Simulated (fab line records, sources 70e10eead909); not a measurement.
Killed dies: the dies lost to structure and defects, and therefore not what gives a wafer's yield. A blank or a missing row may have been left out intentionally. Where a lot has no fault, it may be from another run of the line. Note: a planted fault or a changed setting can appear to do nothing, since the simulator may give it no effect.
Chamber matching :: flow nand harc :: 3 sister chambers for NHARC_A_SLIT_DEP_23 on pecvd-03
The step deposits SiON, target thk 100 nm. 3 wafers are shown with their chamber, then 10 later ones without.

## WAFERS WITH THEIR CHAMBER
wafer: L085.1
chamber: 1
showerhead vpp V (V): 1028

wafer: L084.1
chamber: 2
showerhead vpp V (V): 1162

wafer: L084.2
chamber: 0
showerhead vpp V (V): 1135

## WAFERS WHOSE CHAMBER IS MISSING
wafer: L084.5
showerhead vpp V (V): 1153

wafer: L086.1
showerhead vpp V (V): 1164

wafer: L086.5
showerhead vpp V (V): 1170

wafer: L086.6
showerhead vpp V (V): 1041

wafer: L090.4
showerhead vpp V (V): 1169

wafer: L090.5
showerhead vpp V (V): 1135

wafer: L090.6
showerhead vpp V (V): 1042

wafer: L093.1
showerhead vpp V (V): 1036

wafer: L093.3
showerhead vpp V (V): 1174

wafer: L093.4
showerhead vpp V (V): 1033

## CHAMBER TAKEN BY EACH
wafer: L084.5
from the rows above: can't be placed: 2 or 0
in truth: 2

wafer: L086.1
from the rows above: 2
in truth: 2

wafer: L086.5
from the rows above: 2
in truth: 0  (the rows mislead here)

wafer: L086.6
from the rows above: 1
in truth: 1

wafer: L090.4
from the rows above: 2
in truth: 2

wafer: L090.5
from the rows above: 0
in truth: 0

wafer: L090.6
from the rows above: 1
in truth: 1

wafer: L093.1
from the rows above: 1
in truth: 1

wafer: L093.3
from the rows above: 2
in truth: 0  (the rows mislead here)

wafer: L093.4
from the rows above: 1
in truth: 1
Correct placement for 7 of the 10. Cannot be placed on the basis of these rows: 1; the candidates contain the true chamber in 1. 2 placed wrongly.
How it was worked out, from the rows above alone: a wafer's distance from a chamber is the root of the sum, over the readings, of the square of ((its reading less the chamber's mean) divided by the reading's scatter). The wafer belongs to the nearest chamber; if the next one is less than 2 further off, it can't be placed. For every chamber, the mean is computed from those of its wafers that are shown. The scatter: with one shown wafer a chamber, the root of the mean of the squares of how far each hidden wafer lies from its nearest shown one.
